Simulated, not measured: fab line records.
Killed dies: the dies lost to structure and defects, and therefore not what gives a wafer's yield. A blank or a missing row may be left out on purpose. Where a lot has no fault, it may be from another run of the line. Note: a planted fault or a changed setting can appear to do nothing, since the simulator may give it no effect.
The tool behind it: which one? ; flow nand-harc ; 24 lots, 72 wafers sampled, at 6 steps of a route of 1159

== WHAT THE GAUGES SHOWED, per wafer ==
Not one reading of a measure or inspect step in the record can be checked against a usual standard deviation.

== TOOL THAT RAN EACH LOT (tool first, then ch and the chambers of the sampled wafers, then the start) ==
lot;NHARC_A_STAIRCASE_DESCUM_252;NHARC_A_STAIRCASE_ETCH_294;NHARC_A_STAIRCASE_DESCUM_443;NHARC_A_STAIRCASE_CMP_450;NHARC_A_STAIRCASE_CMP_152;NHARC_A_SGD_CUT_ETCH_58
L075;rie-diel-01 ch 0,2,3, day 11 02:09;rie-diel-01 ch 1,2,3, day 13 09:57 or earlier;rie-diel-02 ch 1,2,3, day 13 09:57;cmp-03 ch 1,2,3, day 13 13:06;cmp-03 ch 1,2,3, day 13 13:10;rie-diel-06 ch 0,1,2, day 13 16:01
L074;rie-diel-02 ch 1,2,3, day 11 09:08;rie-diel-04 ch 1,2, day 13 10:02 or earlier;rie-diel-01 ch 0,2,3, day 13 10:02;cmp-02 ch 0,3, day 13 13:21;cmp-02 ch 0,3, day 13 13:26;rie-diel-07 ch 0,3, day 13 16:24
L076;rie-diel-01 ch 0,2,3, day 11 22:13;rie-diel-02 ch 0,1,2, day 13 22:31 or earlier;rie-diel-02 ch 1,3, day 13 22:31;cmp-01 ch 0,1,2, day 14 02:12;cmp-01 ch 0,1,2, day 14 02:17;rie-diel-07 ch 0,1, day 14 05:04
L077;rie-diel-01 ch 0,2,3, day 11 22:31;rie-diel-01 ch 1,3, day 14 03:51 or earlier;rie-diel-04 ch 0,2,3, day 14 03:51;cmp-03 ch 0,3, day 14 07:10;cmp-03 ch 0,3, day 14 07:14;rie-diel-07 ch 0,1, day 14 10:00
L078;rie-diel-04 ch 1,3, day 12 06:17;rie-diel-01 ch 1,2,3, day 14 17:00 or earlier;rie-diel-04 ch 0,1,3, day 14 17:00;cmp-03 ch 0,1,3, day 14 20:10;cmp-03 ch 0,1,3, day 14 20:14;rie-diel-07 ch 0,2, day 14 23:23
L080;rie-diel-02 ch 0,3, day 12 21:27;rie-diel-02 ch 0,1,2, day 15 02:26 or earlier;rie-diel-02 ch 0,2,3, day 15 02:26;cmp-01 ch 0,1,2, day 15 05:35;cmp-01 ch 0,1,2, day 15 05:40;rie-diel-08 ch 2,3, day 15 09:18
L079;rie-diel-02 ch 0,1,3, day 12 21:51;rie-diel-01 ch 0,1,2, day 15 02:15 or earlier;rie-diel-04 ch 0,1,2, day 15 02:15;cmp-03 ch 1,2,3, day 15 05:23;cmp-03 ch 1,2,3, day 15 05:28;rie-diel-07 ch 0,1,3, day 15 09:07
L082;rie-diel-04 ch 0,2,3, day 13 13:47;rie-diel-02 ch 0,2, day 15 15:16 or earlier;rie-diel-01 ch 0,2,3, day 15 15:16;cmp-03 ch 0,1, day 15 18:31;cmp-03 ch 0,1, day 15 18:36;rie-diel-08 ch 1,3, day 15 21:29
L081;rie-diel-04 ch 0,1, day 13 15:28;rie-diel-04 ch 0,1,2, day 15 15:25 or earlier;rie-diel-02 ch 0,1,2, day 15 15:25;cmp-01 ch 1,3, day 15 18:49;cmp-01 ch 1,3, day 15 18:53;rie-diel-08 ch 1,2, day 15 21:51
L083;rie-diel-04 ch 0,2,3, day 13 15:46;rie-diel-01 ch 0,1,3, day 15 15:03 or earlier;rie-diel-04 ch 0,1,3, day 15 15:03;cmp-02 ch 1,2,3, day 15 18:14;cmp-02 ch 1,2,3, day 15 18:19;rie-diel-06 ch 1,2, day 15 21:11
L084;rie-diel-01 ch 1,2,3, day 13 23:43;rie-diel-04 ch 1,2,3, day 16 01:25 or earlier;rie-diel-01 ch 1,3, day 16 01:25;cmp-03 ch 0,1, day 16 04:43;cmp-03 ch 0,1, day 16 04:47;rie-diel-06 ch 0,1, day 16 07:34
L085;rie-diel-04 ch 1,2,3, day 14 13:59;rie-diel-04 ch 0,3, day 16 17:58 or earlier;rie-diel-01 ch 0,1,2, day 16 17:58;cmp-01 ch 0,1, day 16 21:07;cmp-01 ch 0,1, day 16 21:12;rie-diel-06 ch 2,3, day 17 00:09
L086;rie-diel-01 ch 0,1,3, day 14 14:25;rie-diel-01 ch 1,3, day 16 18:17 or earlier;rie-diel-04 ch 1,2, day 16 18:17;cmp-01 ch 1,3, day 16 21:28;cmp-01 ch 1,3, day 16 21:32;rie-diel-06 ch 0,2, day 17 00:31
L087;rie-diel-04 ch 0,1,2, day 14 18:53;rie-diel-01 ch 0,1, day 16 18:07 or earlier;rie-diel-02 ch 0,3, day 16 18:07;cmp-02 ch 0,1, day 16 21:15;cmp-02 ch 0,1, day 16 21:19;rie-diel-07 ch 2,3, day 17 00:23
L088;rie-diel-01 ch 1,2,3, day 15 00:46;rie-diel-01 ch 0,1,3, day 17 16:25 or earlier;rie-diel-01 ch 0,1,3, day 17 16:25;cmp-03 ch 0,1,3, day 17 19:36;cmp-03 ch 0,1,3, day 17 19:40;rie-diel-06 ch 1,2,3, day 17 22:52
L089;rie-diel-02 ch 0,1,2, day 15 01:34;rie-diel-04 ch 0,1,2, day 17 16:15 or earlier;rie-diel-02 ch 2,3, day 17 16:15;cmp-03 ch 0,1, day 17 19:25;cmp-03 ch 0,1, day 17 19:29;rie-diel-06 ch 2,3, day 17 22:34
L091;rie-diel-02 ch 0,2,3, day 15 07:49;rie-diel-04 ch 0,2,3, day 17 16:28 or earlier;rie-diel-01 ch 1,2,3, day 17 16:28;cmp-01 ch 1,2,3, day 17 21:04;cmp-01 ch 1,2,3, day 17 21:08;rie-diel-08 ch 0,1, day 18 00:05
L090;rie-diel-02 ch 1,2,3, day 15 08:22;rie-diel-02 ch 0,2, day 17 16:05 or earlier;rie-diel-04 ch 0,3, day 17 16:05;cmp-01 ch 0,2, day 17 19:16;cmp-01 ch 0,2, day 17 19:20;rie-diel-08 ch 0,1, day 17 22:10
L093;rie-diel-02 ch 0,2, day 16 00:03;rie-diel-04 ch 1,3, day 18 04:56 or earlier;rie-diel-01 ch 2,3, day 18 04:56;cmp-01 ch 0,1, day 18 08:13;cmp-01 ch 0,1, day 18 08:17;rie-diel-07 ch 1,3, day 18 11:04
L092;rie-diel-01 ch 0,1,3, day 16 00:13;rie-diel-04 ch 1,3, day 18 05:05 or earlier;rie-diel-04 ch 0,3, day 18 05:05;cmp-03 ch 0,1,3, day 18 08:16;cmp-03 ch 0,1,3, day 18 08:21;rie-diel-08 ch 0,1,2, day 18 11:19
L094;rie-diel-02 ch 1,2, day 16 13:34;rie-diel-01 ch 0,1,2, day 18 20:44 or earlier;rie-diel-04 ch 0,1,2, day 18 20:44;cmp-03 ch 0,1, day 18 23:52;cmp-03 ch 0,1, day 18 23:56;rie-diel-06 ch 0,2,3, day 19 02:53
L095;rie-diel-02 ch 0,2,3, day 16 14:32;rie-diel-02 ch 0,1,2, day 18 21:05 or earlier;rie-diel-01 ch 2,3, day 18 21:05;cmp-01 ch 1,2, day 19 00:15;cmp-01 ch 1,2, day 19 00:20;rie-diel-07 ch 0,1, day 19 03:08
L096;rie-diel-01 ch 0,1,3, day 16 19:37;rie-diel-01 ch 0,1,2, day 18 20:35 or earlier;rie-diel-02 ch 0,1,3, day 18 20:35;cmp-01 ch 1,2,3, day 18 23:43;cmp-01 ch 1,2,3, day 18 23:48;rie-diel-08 ch 0,2,3, day 19 02:39
L097;rie-diel-02 ch 0,1,2, day 17 00:20;rie-diel-02 ch 1,2,3, day 19 09:50 or earlier;rie-diel-04 ch 0,1,2, day 19 09:50;cmp-02 ch 1,2, day 19 12:59;cmp-02 ch 1,2, day 19 13:04;rie-diel-07 ch 0,2,3, day 19 16:38
- NHARC_A_STAIRCASE_DESCUM_252: chemistry O2, time 3 s.
- NHARC_A_STAIRCASE_ETCH_294: etches the open film in C4F8/O2/Ar, target depth 4992 nm, time 1212.4 s.
- NHARC_A_STAIRCASE_DESCUM_443: chemistry O2, time 3 s.
- NHARC_A_STAIRCASE_CMP_450: polishes SiO2, target thk 200 nm.
- NHARC_A_STAIRCASE_CMP_152: polishes.
- NHARC_A_SGD_CUT_ETCH_58: etches the open film in CF4, target depth 39 nm, time 65 s.

== WHAT THE TOOLS THEMSELVES READ (means of the sampled wafers that have a number; where no wafer has one, the mark that the record gives instead) ==
NHARC_A_STAIRCASE_DESCUM_252. Usual: drypump-motor-current-A 5.7 A, standard deviation 0.46; oes-product-au 0.999 a.u., standard deviation 0.014; rf-vpp-V 57.7 V, standard deviation 0.86; showerhead-plenum-p-Torr 1.90 Torr, standard deviation 0.1; throttle-valve-pct 11.310 %, standard deviation 0.0087.
lot;tool;drypump-motor-current-A (A);oes-product-au (a.u.);rf-vpp-V (V);showerhead-plenum-p-Torr (Torr);throttle-valve-pct (%);flag
L075;rie-diel-01;5.7;1.001;57.4;1.91;11.312;
L074;rie-diel-02;5.8;0.997;58.2;1.80;11.309;
L076;rie-diel-01;5.6;0.998;59.0;1.91;11.318;
L077;rie-diel-01;5.7;1.001;58.2;1.91;11.303;
L078;rie-diel-04;5.8;0.989;58.1;1.94;11.303;
L080;rie-diel-02;5.9;1.000;57.2;1.79;11.313;
L079;rie-diel-02;5.9;0.998;58.3;1.80;11.302;
L082;rie-diel-04;5.3;0.996;58.2;1.94;11.314;
L081;rie-diel-04;5.6;1.001;57.9;1.96;11.302;
L083;rie-diel-04;5.3;1.000;57.4;1.94;11.312;
L084;rie-diel-01;5.5;1.006;59.0;1.94;11.298;
L085;rie-diel-04;5.7;0.994;57.4;1.91;11.314;
L086;rie-diel-01;5.4;0.990;57.5;1.94;11.310;
L087;rie-diel-04;5.4;0.998;57.9;1.94;11.322;
L088;rie-diel-01;5.5;1.007;56.8;1.93;11.323;
L089;rie-diel-02;6.1;0.991;57.7;1.89;11.303;
L091;rie-diel-02;5.7;0.998;57.8;1.88;11.303;
L090;rie-diel-02;5.8;1.002;58.2;1.90;11.306;
L093;rie-diel-02;6.0;0.987;58.1;1.97;11.322;
L092;rie-diel-01;5.4;0.990;57.1;1.94;11.310;
L094;rie-diel-02;6.0;0.991;57.8;1.99;11.308;
L095;rie-diel-02;5.7;1.008;57.8;1.88;11.312;
L096;rie-diel-01;5.4;1.008;57.6;1.93;11.312;
L097;rie-diel-02;6.1;0.996;58.3;1.88;11.318;

NHARC_A_STAIRCASE_ETCH_294. Usual: oes-product-au 0.930 a.u., standard deviation 0.015; rf-vpp-V 1827 V, standard deviation 12.
lot;tool;oes-product-au (a.u.);rf-vpp-V (V);flag
L075;rie-diel-01;0.937;1831;
L074;rie-diel-04;0.937;1826;
L076;rie-diel-02;0.924;1811;
L077;rie-diel-01;0.939;1834;
L078;rie-diel-01;0.946;1830;
L080;rie-diel-02;0.917;1811;
L079;rie-diel-01;0.936;1837;
L082;rie-diel-02;0.909;1807;
L081;rie-diel-04;0.950;1831;
L083;rie-diel-01;0.926;1830;
L084;rie-diel-04;0.917;1827;
L085;rie-diel-04;0.921;1832;
L086;rie-diel-01;0.915;1822;
L087;rie-diel-01;0.924;1840;
L088;rie-diel-01;0.922;1830;
L089;rie-diel-04;0.918;1830;
L091;rie-diel-04;0.928;1830;
L090;rie-diel-02;0.936;1834;
L093;rie-diel-04;0.922;1829;
L092;rie-diel-04;0.918;1828;
L094;rie-diel-01;0.929;1836;
L095;rie-diel-02;0.927;1823;
L096;rie-diel-01;0.942;1836;
L097;rie-diel-02;0.922;1824;

NHARC_A_STAIRCASE_DESCUM_443. Usual: drypump-motor-current-A 5.6 A, standard deviation 0.45; oes-product-au 1.001 a.u., standard deviation 0.015; rf-vpp-V 57.6 V, standard deviation 0.84; showerhead-plenum-p-Torr 1.90 Torr, standard deviation 0.092; throttle-valve-pct 11.311 %, standard deviation 0.0083.
lot;tool;drypump-motor-current-A (A);oes-product-au (a.u.);rf-vpp-V (V);showerhead-plenum-p-Torr (Torr);throttle-valve-pct (%);flag
L075;rie-diel-02;5.8;0.987;57.0;1.79;11.306;
L074;rie-diel-01;5.7;0.999;58.1;1.91;11.313;
L076;rie-diel-02;5.9;0.987;57.2;1.81;11.313;
L077;rie-diel-04;5.3;0.986;57.5;1.94;11.304;
L078;rie-diel-04;5.5;0.992;58.2;1.96;11.310;
L080;rie-diel-02;5.7;1.006;56.9;1.88;11.309;
L079;rie-diel-04;5.4;0.997;58.0;1.94;11.308;
L082;rie-diel-01;5.6;0.995;57.7;1.90;11.313;
L081;rie-diel-02;6.2;0.998;57.4;1.89;11.312;
L083;rie-diel-04;5.5;1.005;58.3;1.96;11.317;
L084;rie-diel-01;5.1;0.998;57.5;1.88;11.319;
L085;rie-diel-01;5.8;1.011;58.0;1.98;11.312;
L086;rie-diel-04;5.6;1.008;56.3;1.89;11.315;
L087;rie-diel-02;5.9;1.011;57.7;1.78;11.309;
L088;rie-diel-01;5.4;0.998;57.5;1.93;11.307;
L089;rie-diel-02;5.4;1.015;58.6;1.88;11.314;
L091;rie-diel-01;5.5;1.003;57.3;1.93;11.310;
L090;rie-diel-04;5.2;1.003;57.4;1.97;11.313;
L093;rie-diel-01;5.4;0.997;57.5;1.84;11.315;
L092;rie-diel-04;5.2;1.003;57.1;1.97;11.305;
L094;rie-diel-04;5.4;1.019;58.2;1.93;11.309;
L095;rie-diel-01;5.4;1.000;57.4;1.84;11.305;
L096;rie-diel-02;5.9;0.997;57.5;1.79;11.322;
L097;rie-diel-04;5.5;1.008;57.7;1.92;11.309;

NHARC_A_STAIRCASE_CMP_450. Usual: motor-current-A 12.2 A, standard deviation 1.2; slurry-filter-dp-kPa 13.52 kPa, standard deviation 0.13.
lot;tool;motor-current-A (A);slurry-filter-dp-kPa (kPa);flag
L075;cmp-03;13.0;13.58;
L074;cmp-02;11.9;13.55;
L076;cmp-01;11.4;13.48;
L077;cmp-03;13.2;13.45;
L078;cmp-03;12.8;13.41;
L080;cmp-01;11.1;13.60;
L079;cmp-03;12.5;13.56;
L082;cmp-03;12.7;13.52;
L081;cmp-01;13.3;13.48;
L083;cmp-02;12.7;13.59;
L084;cmp-03;12.4;13.41;
L085;cmp-01;12.4;13.64;
L086;cmp-01;13.0;13.42;
L087;cmp-02;11.5;13.44;
L088;cmp-03;12.7;13.45;
L089;cmp-03;12.5;13.51;
L091;cmp-01;12.1;13.52;
L090;cmp-01;10.1;13.45;
L093;cmp-01;11.8;13.58;
L092;cmp-03;12.9;13.55;
L094;cmp-03;12.5;13.59;
L095;cmp-01;12.0;13.52;
L096;cmp-01;12.2;13.68;
L097;cmp-02;13.2;13.56;

NHARC_A_STAIRCASE_CMP_152. Usual: motor-current-A 12.2 A, standard deviation 1.2; slurry-filter-dp-kPa 13.50 kPa, standard deviation 0.12.
lot;tool;motor-current-A (A);slurry-filter-dp-kPa (kPa);flag
L075;cmp-03;12.6;13.45;
L074;cmp-02;11.5;13.64;
L076;cmp-01;11.4;13.45;
L077;cmp-03;12.5;13.51;
L078;cmp-03;12.6;13.49;
L080;cmp-01;11.7;13.49;
L079;cmp-03;12.6;13.41;
L082;cmp-03;12.5;13.58;
L081;cmp-01;12.9;13.48;
L083;cmp-02;12.9;13.53;
L084;cmp-03;12.8;13.47;
L085;cmp-01;12.5;13.42;
L086;cmp-01;13.0;13.56;
L087;cmp-02;11.3;13.56;
L088;cmp-03;12.7;13.40;
L089;cmp-03;12.5;13.55;
L091;cmp-01;12.1;13.61;
L090;cmp-01;10.0;13.44;
L093;cmp-01;12.1;13.55;
L092;cmp-03;13.3;13.52;
L094;cmp-03;12.3;13.51;
L095;cmp-01;12.2;13.49;
L096;cmp-01;12.0;13.39;
L097;cmp-02;13.2;13.48;

NHARC_A_SGD_CUT_ETCH_58. Usual: drypump-motor-current-A 5.8 A, standard deviation 0.6; oes-product-au 1.001 a.u., standard deviation 0.012; rf-vpp-V 151.4 V, standard deviation 1.3; showerhead-plenum-p-Torr 1.78 Torr, standard deviation 0.08; throttle-valve-pct 13.283 %, standard deviation 0.0086.
lot;tool;drypump-motor-current-A (A);oes-product-au (a.u.);rf-vpp-V (V);showerhead-plenum-p-Torr (Torr);throttle-valve-pct (%);flag
L075;rie-diel-06;5.8;1.002;150.9;1.81;13.282;
L074;rie-diel-07;6.2;1.002;151.3;1.79;13.288;
L076;rie-diel-07;6.0;1.007;152.2;1.85;13.283;
L077;rie-diel-07;6.0;1.007;152.1;1.85;13.279;
L078;rie-diel-07;6.5;1.013;151.3;1.80;13.289;
L080;rie-diel-08;5.8;0.989;152.0;1.82;13.283;
L079;rie-diel-07;5.9;1.013;151.5;1.81;13.284;
L082;rie-diel-08;5.5;0.989;149.8;1.72;13.288;
L081;rie-diel-08;5.9;0.999;151.7;1.80;13.284;
L083;rie-diel-06;6.4;1.000;151.3;1.73;13.290;
L084;rie-diel-06;5.5;0.996;151.6;1.80;13.288;
L085;rie-diel-06;5.7;1.009;152.7;1.83;13.279;
L086;rie-diel-06;5.6;1.013;153.0;1.87;13.275;
L087;rie-diel-07;6.3;1.002;150.4;1.71;13.283;
L088;rie-diel-06;5.9;1.001;150.9;1.76;13.286;
L089;rie-diel-06;5.4;0.999;151.5;1.78;13.284;
L091;rie-diel-08;5.5;1.006;150.3;1.69;13.276;
L090;rie-diel-08;5.4;1.001;149.6;1.69;13.286;
L093;rie-diel-07;5.4;1.006;151.7;1.81;13.286;
L092;rie-diel-08;5.7;1.006;150.7;1.75;13.280;
L094;rie-diel-06;5.3;0.992;151.6;1.83;13.280;
L095;rie-diel-07;5.5;1.013;152.7;1.86;13.282;
L096;rie-diel-08;5.8;1.000;150.6;1.78;13.277;
L097;rie-diel-07;6.4;1.000;151.3;1.75;13.277;

== THE ANSWER, worked out from the rows above alone ==
Rule: lot off if the mean of its wafers having a number is beyond 3 standard deviations from the usual mean. Also off: a lot with no number at a reading for which 4 or more lots have one. Where the step has rows for the other lots, those lots are counted as sound. After the gauges, taken in route order, come the tools' own readings; for these a lot's mean is taken, as printed above. The first step at which some lot is off is used, and at that step the reading that is off furthest; a lot without a number counts as furthest.
None of the lots is off at any reading shown; this tells nothing.

== WHAT THE SIMULATOR HAD INSERTED ==
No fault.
